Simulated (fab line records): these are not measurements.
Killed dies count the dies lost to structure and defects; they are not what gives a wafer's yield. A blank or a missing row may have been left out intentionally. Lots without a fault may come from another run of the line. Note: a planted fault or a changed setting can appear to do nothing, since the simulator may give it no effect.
fab line records | flow nand_harc
[record] lots = 12 wafers = 34 last_day = 33
route steps=1302 shown A_STAIRCASE@796
lots that met no fault: from a run of the same line without faults
start_h: hours from the record's first day to the start of the lot's first wafer shown | wait_h: time in hours since the lot's previous step | " same as the row above | L1.1+2: a single row standing in for several wafers | - no value, or no start given | * or withheld: withheld | < > ~ a bound
route shown NAME@n: names a module that has steps shown in the file, with the first one's number in the route | usual: the fault-free wafers' mean and standard deviation | same: alike in all rows | chamber/n: place in a boat | sites: the reading at each site | _std_site: standard deviation across them | _edge_site: inner sites' mean taken away from outer sites' mean | radius_mm: for every site, how far away it sits from the centre of the wafer | mask NAME#n: copy n | behind: the last tool/chamber to shape the wafer | hold: cause of the lot's hold/its duration in hours/its outcome | device: transistor that didn't switch, given as n, p or np | end of line: at the end of the route, the tests of the same wafers | for a step that has no rows: nothing shown but its recipe | killed: at the first sort, the dies lost to defects and structure; wafer yield is something else | map: per-die view of a wafer (x killed, . not killed, _ where there is no die)
set.NAME: the setting as run; set.NAME@STEP: as run at that earlier step | model.NAME: the simulator's own value behind a step, which no gauge read
a sample of lots followed through the steps of the route, with each step as a table and each wafer as a row
services: the hour from which a tool's chamber was out of use, counted from the record's first day as start_h (under 0 if before that day), plus the number of hours and why
[[steps]]
[step NHARC_A_STAIRCASE_DEP_280]
[recipe] target_thk_a = 300 target_thk_nm = 30 temp_c = 400 pressure_torr = 3.5 flow_sccm = 200 rf_w = 350 material = SiON
[usual] heater_power_w = 711/82
// columns lot.wafer tool chamber start_h wait_h heater_power_w since_wet_clean_h
L285.2 pecvd-02 0 374.05 1.3 583 134
L285.4 " 1 " " 715 -
L285.6 " 0 " " 574 -
L287.3 pecvd-02 0 385.23 0.9 560 145
L287.2 " 2 " " 763 145
L287.5 " 1 " " 721 -
L286.2 pecvd-03 2 386.62 1.3 666 8
L286.6 " 1 " " 701 -
L286.4 " 0 " " 690 -
L288.3 pecvd-02 1 406.68 1.0 687 167
L288.1 " 2 " " 724 167
L288.4 " 1 " " 698 -
L292.1 pecvd-03 0 447.92 1.6 679 69
L292.3 " 2 " " 715 69
L292.6 " 2 " " 705 -
L294.2 pecvd-02 0 469.23 1.2 587 48
L294.4 " 0 " " 587 -
L294.5 " 1 " " 700 -
L295.1 pecvd-02 2 478.30 1.5 728 57
L295.3 " 0 " " 537 57
L295.6 " 1 " " 645 -
L296.1 pecvd-04 1 480.14 1.6 782 17
L296.2 " 2 " " 763 17
L296.6 " 0 " " 698 -
L303.1 pecvd-04 2 552.47 1.6 828 89
L303.5 " 1 " " 763 -
L304.3 pecvd-02 2 563.68 1.0 760 143
L304.4 " 2 " " 763 -
L306.1 pecvd-03 2 582.14 1.6 650 22
L306.2 " 0 " " 742 22
L306.6 " 1 " " 856 -
L308.3 pecvd-04 0 599.93 1.0 632 137
L308.4 " 2 " " 769 -
L308.6 " 0 " " 630 -
[step NHARC_A_STAIRCASE_ETCH_292]
[recipe] cf4_flow_sccm = 100 chf3_flow_sccm = 30 ar_flow_sccm = 0 rf_w = 500 bias_w = 200 chemistry = CF4/CHF3
[usual] drypump_motor_current_A = 5.8/0.53 oes_product_au = 0.940/0.022 rf_vpp_V = 371.2/2.5 showerhead_plenum_p_Torr = 1.59/0.072 throttle_valve_pct = 16.801/0.0088
// columns lot.wafer tool chamber start_h wait_h drypump_motor_current_A oes_product_au rf_hours_counter_h rf_vpp_V showerhead_plenum_p_Torr throttle_valve_pct
L285.4 rie_diel-10 0 375.09 0.1 5.5 0.977 46 372.5 1.63 16.797
L285.2 " 1 " " 6.5 0.974 43 367.6 1.51 16.805
L285.6 " 0 " " 5.5 0.973 - 371.6 1.63 16.800
L287.2 rie_diel-10 3 386.31 0.1 6.8 0.937 49 372.7 1.64 16.802
L287.3 " 0 " " 5.5 0.952 50 371.0 1.63 16.798
L287.5 " 3 " " 6.8 0.942 - 372.9 1.64 16.799
L286.4 rie_diel-02 3 387.66 0.1 5.3 0.928 58 369.7 1.56 16.811
L286.2 " 0 " " 6.0 0.911 51 367.4 1.49 16.798
L286.6 " 0 " " 5.9 0.903 - 368.5 1.49 16.810
L288.3 rie_diel-02 3 407.72 0.1 5.2 0.949 2 370.1 1.56 16.790
L288.4 " 0 " " 5.9 0.923 2 367.2 1.49 16.786
L288.1 " 2 " " 6.3 0.958 2 374.5 1.63 16.805
L292.1 rie_diel-10 2 448.88 0.1 5.1 0.967 6 374.4 1.70 16.798
L292.3 " 0 " " 5.5 0.946 5 373.2 1.62 16.797
L292.6 " 0 " " 5.5 0.949 - 371.1 1.62 16.797
L294.4 rie_diel-02 2 470.18 0.1 6.2 0.916 25 371.8 1.62 16.799
L294.2 " 3 " " 5.3 0.934 23 370.2 1.56 16.790
L294.5 " 2 " " 6.2 0.917 - 371.7 1.62 16.797
L295.1 rie_diel-02 2 479.27 0.1 6.3 0.916 28 371.9 1.62 16.796
L295.3 " 3 " " 5.2 0.929 26 371.3 1.56 16.796
L295.6 " 0 " " 6.0 0.902 - 368.0 1.48 16.813
L296.2 rie_diel-10 0 481.20 0.1 5.5 0.943 20 372.8 1.62 16.789
L296.1 " 1 " " 6.5 0.962 20 368.9 1.50 16.802
L296.6 " 3 " " 6.6 0.952 - 372.3 1.63 16.807
L303.1 rie_diel-02 0 553.53 0.1 6.0 0.917 52 366.5 1.47 16.805
L303.5 " 3 " " 5.3 0.922 - 368.2 1.55 16.790
L304.3 rie_diel-11 3 564.64 0.1 6.2 0.935 35 366.9 1.49 16.781
L304.4 " 0 " " 5.3 0.918 35 374.0 1.65 16.790
L306.1 rie_diel-11 1 583.23 0.1 5.4 0.980 43 371.5 1.60 16.809
L306.2 " 2 " " 6.1 0.957 37 374.7 1.69 16.807
L306.6 " 1 " " 5.4 0.985 - 370.2 1.60 16.813
L308.3 rie_diel-11 1 600.94 0.1 5.4 0.937 46 370.4 1.60 16.808
L308.4 " 3 " " 6.2 0.922 44 368.0 1.48 16.791
L308.6 " 0 " " 5.4 0.923 - 373.9 1.65 16.787
[step NHARC_A_STAIRCASE_ETCH_294]
[recipe] target_depth_a = 49890 time_s = 1211.6 ion_energy_ev = 800 c4f8_flow_sccm = 80 o2_flow_sccm = 60 ar_flow_sccm = withheld rf_w = 600 bias_w = 3000 chemistry = C4F8/O2/Ar
[usual] oes_product_au = 0.932/0.011 rf_vpp_V = 1830/12 run_length_s = 1232.8/0.51
// columns lot.wafer tool chamber start_h wait_h oes_product_au rf_hours_counter_h rf_vpp_V run_length_s
L285.2 rie_diel-10 1 - - 0.937 43 1815 1231.9
L285.4 " 3 " " 0.938 44 1836 1232.5
L285.6 " 0 " " 0.947 - 1836 1233.3
L287.2 rie_diel-10 3 - - 0.939 49 1837 1232.8
L287.3 " 0 " " 0.966 50 1835 1232.6
L287.5 " 2 " " 0.947 - 1808 1233.3
L286.2 rie_diel-02 2 - - 0.922 60 1834 1232.7
L286.4 " 3 " " 0.939 58 1825 1232.0
L286.6 " 1 " " 0.917 - 1843 1232.9
L288.1 rie_diel-02 0 - - 0.914 2 1813 1232.5
L288.4 " 2 " " 0.922 2 1836 1232.8
L288.3 " 3 " " 0.930 2 1826 1232.2
L292.3 rie_diel-10 2 - - 0.931 7 1848 1233.3
L292.1 " 3 " " 0.936 5 1836 1232.5
L292.6 " 2 " " 0.946 - 1846 1233.3
L294.4 rie_diel-02 2 - - 0.928 26 1835 1232.8
L294.2 " 3 " " 0.941 24 1823 1232.3
L294.5 " 0 " " 0.908 - 1811 1232.6
L295.3 rie_diel-02 0 - - 0.905 29 1811 1232.6
L295.1 " 2 " " 0.918 28 1834 1232.9
L295.6 " 0 " " 0.900 - 1811 1232.9
L296.2 rie_diel-10 3 - - 0.935 16 1835 1232.8
L296.1 " 0 " " 0.941 21 1835 1232.7
L296.6 " 0 " " 0.940 - 1833 1232.9
L303.1 rie_diel-02 2 - - 0.927 56 1833 1232.6
L303.5 " 1 " " 0.924 - 1841 1232.9
L304.4 rie_diel-11 3 - - 0.943 35 1810 1233.6
L304.3 " 0 " " 0.939 35 1840 1233.0
L306.1 rie_diel-11 0 - - 0.946 43 1839 1233.1
L306.2 " 2 " " 0.943 37 1846 1232.7
L306.6 " 0 " " 0.944 - 1838 1232.2
L308.4 rie_diel-11 0 - - 0.933 46 1840 1232.3
L308.3 " 1 " " 0.940 47 1829 1233.0
L308.6 " 3 " " 0.934 - 1813 1233.7
[step NHARC_A_STAIRCASE_ETCH_453]
[recipe] target_depth_a = 300 overetch_a = 30 time_s = 16.5 ion_energy_ev = 100 cf4_flow_sccm = 80 o2_flow_sccm = 20 ar_flow_sccm = 0 rf_w = 300 bias_w = 100 chemistry = CF4/O2
[usual] drypump_motor_current_A = 5.8/0.46 oes_ar_750_au = 0.999/0.0043 oes_product_au = 0.998/0.0095 rf_vpp_V = 198.3/1.6 run_length_s = 37.6/0.48 showerhead_plenum_p_Torr = 1.35/0.063 throttle_valve_pct = 13.398/0.0088
// columns lot.wafer tool chamber start_h wait_h drypump_motor_current_A oes_ar_750_au oes_product_au rf_hours_counter_h rf_vpp_V run_length_s showerhead_plenum_p_Torr throttle_valve_pct
L285.2 rie_diel-02 2 381.89 - 6.2 1.007 0.998 58 199.3 38.0 1.38 13.394
L285.4 " 3 " " 5.3 0.991 1.016 57 197.4 36.8 1.33 13.385
L285.6 " 2 " " 6.2 1.002 0.994 - 198.4 37.4 1.38 13.401
L287.3 rie_diel-02 2 392.16 - 6.2 0.995 0.982 61 200.5 37.4 1.38 13.398
L287.2 " 3 " " 5.2 0.997 1.011 59 197.5 36.7 1.33 13.399
L287.5 " 1 " " 5.3 0.991 1.001 - 198.2 37.9 1.42 13.392
L286.2 rie_diel-10 3 393.28 - 6.7 1.004 1.002 51 199.1 37.8 1.39 13.396
L286.4 " 2 " " 5.2 1.000 0.996 - 195.5 38.1 1.24 13.403
L286.6 " 3 " " 6.7 1.001 1.002 - 198.1 37.3 1.39 13.396
L288.1 rie_diel-02 0 413.32 - 5.9 0.996 0.978 3 196.6 37.5 1.26 13.390
L288.4 " 1 " " 5.3 1.001 0.990 3 199.5 38.0 1.42 13.403
L288.3 " 2 " " 6.3 1.005 1.000 3 198.4 37.4 1.38 13.398
L292.1 rie_diel-11 0 456.29 - 5.4 1.004 0.996 4 200.3 37.1 1.41 13.397
L292.3 " 2 " " 6.1 0.998 1.006 3 200.4 37.2 1.45 13.413
L292.6 " 0 " " 5.3 0.999 1.006 - 199.8 37.3 1.41 13.405
L294.2 rie_diel-11 1 476.54 - 5.4 0.992 1.004 11 199.1 37.6 1.36 13.404
L294.4 " 2 " " 6.1 0.997 0.997 10 201.9 37.2 1.44 13.405
L294.5 " 1 " " 5.4 1.001 1.005 - 198.4 37.6 1.36 13.390
L295.1 rie_diel-02 2 487.76 - 6.2 1.009 1.001 28 199.4 37.9 1.37 13.384
L295.3 " 0 " " 6.0 1.003 0.979 30 196.9 37.8 1.25 13.390
L295.6 " 2 " " 6.2 0.995 1.000 - 198.8 37.8 1.37 13.399
L296.1 rie_diel-10 2 488.09 - 5.1 0.998 1.002 22 198.4 38.4 1.44 13.411
L296.2 " 3 " " 6.7 0.997 0.997 18 196.6 37.7 1.38 13.391
L296.6 " 0 " " 5.5 0.999 0.990 - 199.3 37.9 1.37 13.398
L303.1 rie_diel-02 1 559.33 - 5.3 1.000 1.000 55 199.3 40.0 1.40 13.389
L303.5 " 0 " " 6.0 0.998 0.985 - 196.2 39.6 1.25 13.387
L304.4 rie_diel-02 2 570.18 - 6.2 0.995 0.998 60 199.7 40.0 1.37 13.386
L304.3 " 0 " " 6.0 1.001 0.998 56 194.8 39.6 1.25 13.405
L306.1 rie_diel-11 0 588.84 - 5.3 0.999 1.004 44 198.1 37.3 1.40 13.401
L306.2 " 1 " " 5.4 0.997 1.021 44 198.0 37.4 1.36 13.384
L306.6 " 3 " " 6.3 0.998 1.003 - 196.2 38.8 1.26 13.404
L308.3 rie_diel-11 3 607.52 - 6.3 0.998 1.003 45 196.5 38.1 1.26 13.409
L308.4 " 0 " " 5.4 0.991 1.009 47 199.0 37.0 1.40 13.411
L308.6 " 2 " " 6.1 0.997 1.010 - 201.0 37.4 1.44 13.397
[[services]]
// columns tool chamber start_h hours kind
rie_diel-02 0 350.84 - clean
rie_diel-02 1 350.84 - clean
rie_diel-02 2 350.84 - clean
rie_diel-02 3 350.84 - clean
pecvd-03 - 366.06 13.0 pm
rie_diel-02 0 375.34 - clean
rie_diel-02 1 375.34 - clean
rie_diel-10 1 384.00 18.2 repair
rie_diel-02 - 394.10 9.0 pm
pecvd-02 - 408.13 13.0 pm
rie_diel-10 - 421.83 9.0 pm
rie_diel-10 1 444.88 5.8 repair
pecvd-04 - 450.44 13.0 pm
pecvd-02 - 481.12 0.6 repair
rie_diel-11 2 494.38 2.8 repair
pecvd-04 1 506.66 11.5 repair
rie_diel-11 2 531.46 11.6 repair
pecvd-03 - 547.06 13.0 pm
rie_diel-10 3 562.48 11.0 repair
rie_diel-02 - 571.15 9.0 pm
pecvd-04 2 582.05 17.2 repair
pecvd-02 - 589.13 13.0 pm
rie_diel-10 - 601.03 9.0 pm
rie_diel-02 0 602.62 32.6 repair
[[key]]
[first_sign] step = NHARC_A_STAIRCASE_ETCH_453 reading = run_length_s direction = up sigmas = 4.6 usual = * struck = *
effect none on later readings
met_at NHARC_A_STAIRCASE_ETCH_453
struck_lots L303,L304
tester_left_out L303,L304
not_acting_at NHARC_A_STAIRCASE_DEP_280,NHARC_A_STAIRCASE_ETCH_292,NHARC_A_STAIRCASE_ETCH_294
onset_between 487.76 559.33
[fault] kind = process_parameter_drift tool = rie_diel-02 chamber = - onset_h = 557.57 steps = NHARC_A_STAIRCASE_ETCH_453 channel = time_s offset = * shape = step end_h = 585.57 acts_in = * stated = *
// tester_left_out: of these lots the tester's yield and bins aren't shown, on N5 and GAA mostly nor the transistor test; their killed dies are dies lost to structure and defects alone, not to doping, threshold or leakage, so they don't give the yield
